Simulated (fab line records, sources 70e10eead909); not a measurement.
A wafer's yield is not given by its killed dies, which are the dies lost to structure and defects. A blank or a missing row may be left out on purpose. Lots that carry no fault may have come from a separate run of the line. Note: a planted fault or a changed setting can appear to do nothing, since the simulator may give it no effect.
Matching of chambers || flow nand_harc || NHARC_A_STAIRCASE_DEP_280 on pecvd-04 has 3 sister chambers
The step deposits SiON, target thk 30 nm. 3 wafers are shown with their chamber, then 7 later ones without.

== WAFERS PAIRED WITH THEIR CHAMBERS ==
{"wafer": "L089.1", "chamber": 2, "heater_power_w (W)": 561}
{"wafer": "L090.2", "chamber": 1, "heater_power_w (W)": 668}
{"wafer": "L090.3", "chamber": 0, "heater_power_w (W)": 878}

== WAFERS MISSING THEIR CHAMBER ==
{"wafer": "L090.6", "heater_power_w (W)": 644}
{"wafer": "L091.2", "heater_power_w (W)": 662}
{"wafer": "L091.3", "heater_power_w (W)": 878}
{"wafer": "L091.6", "heater_power_w (W)": 693}
{"wafer": "L094.1", "heater_power_w (W)": 665}
{"wafer": "L094.3", "heater_power_w (W)": 645}
{"wafer": "L094.6", "heater_power_w (W)": 873}

== CHAMBER TAKEN BY EACH ==
{"wafer": "L090.6", "from the rows above": 1, "in truth": 1}
{"wafer": "L091.2", "from the rows above": 1, "in truth": 1}
{"wafer": "L091.3", "from the rows above": 0, "in truth": 0}
{"wafer": "L091.6", "from the rows above": 1, "in truth": 1}
{"wafer": "L094.1", "from the rows above": 1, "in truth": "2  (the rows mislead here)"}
{"wafer": "L094.3", "from the rows above": 1, "in truth": 1}
{"wafer": "L094.6", "from the rows above": 0, "in truth": 0}
Correctly placed: 6 of 7. Not placeable from these rows: 0. Placed wrongly: 1.
How it was worked out, from the rows above alone: a wafer's distance from a chamber is the root of the sum, over the readings, of the square of ((its reading less the chamber's mean) divided by the reading's scatter). If the next closest chamber is less than 2 further off than the closest, the wafer can't be placed; otherwise it belongs to the closest. The mean given for a chamber averages the wafers shown for that chamber. The scatter: with one shown wafer a chamber, the root of the mean of the squares of how far each hidden wafer lies from its nearest shown one.
